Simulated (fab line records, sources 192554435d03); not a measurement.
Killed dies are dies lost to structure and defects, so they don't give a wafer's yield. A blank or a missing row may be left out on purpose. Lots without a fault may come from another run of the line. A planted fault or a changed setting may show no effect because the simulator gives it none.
Chamber matching | flow n5_finfet | N5_BEOL_M4_CO_CAP_55 on cvd_co-02: 3 sister chambers
The step material Co, precursor CCTBA/H2, target thk 2 nm, time 102.1 s. 6 wafers are shown with their chamber, then 8 later ones without.

WAFERS WITH THEIR CHAMBER
wafer  | chamber | heater_power_outer_w (W) | heater_power_w (W)
L815.2 | 0       | 127                      | 234
L815.5 | 0       | 127                      | 229
L816.5 | 1       | 112                      | 225
L818.3 | 1       | 113                      | 226
L818.6 | 2       | 121                      | 247
L819.1 | 2       | 120                      | 255

WAFERS WITHOUT THEIR CHAMBER
wafer  | heater_power_outer_w (W) | heater_power_w (W)
L819.3 | 127                      | 230
L819.6 | 129                      | 226
L821.1 | 111                      | 228
L821.4 | 124                      | 251
L821.5 | 128                      | 230
L828.2 | 108                      | 233
L828.4 | 122                      | 251
L828.6 | 130                      | 227

WHICH CHAMBER EACH WENT THROUGH
wafer  | from the rows above     | in truth
L819.3 | 0                       | 0
L819.6 | 0                       | 0
L821.1 | 1                       | 1
L821.4 | can't be placed: 2 or 0 | 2
L821.5 | 0                       | 0
L828.2 | 1                       | 1
L828.4 | 2                       | 2
L828.6 | 0                       | 0
Placed correctly: 7 of 8. Can't be placed from these rows: 1 (the true chamber is among the candidates in 1). Placed wrongly: 0.
How it was worked out, from the rows above alone: a wafer's distance from a chamber is the root of the sum, over the readings, of the square of ((its reading less the chamber's mean) divided by the reading's scatter). The wafer belongs to the nearest chamber; if the next one is less than 2 further off, it can't be placed. A chamber's mean is the mean of its shown wafers. The scatter: the root of (the sum of the squares of (reading less its chamber's mean) over the shown wafers, divided by (wafers less chambers)).
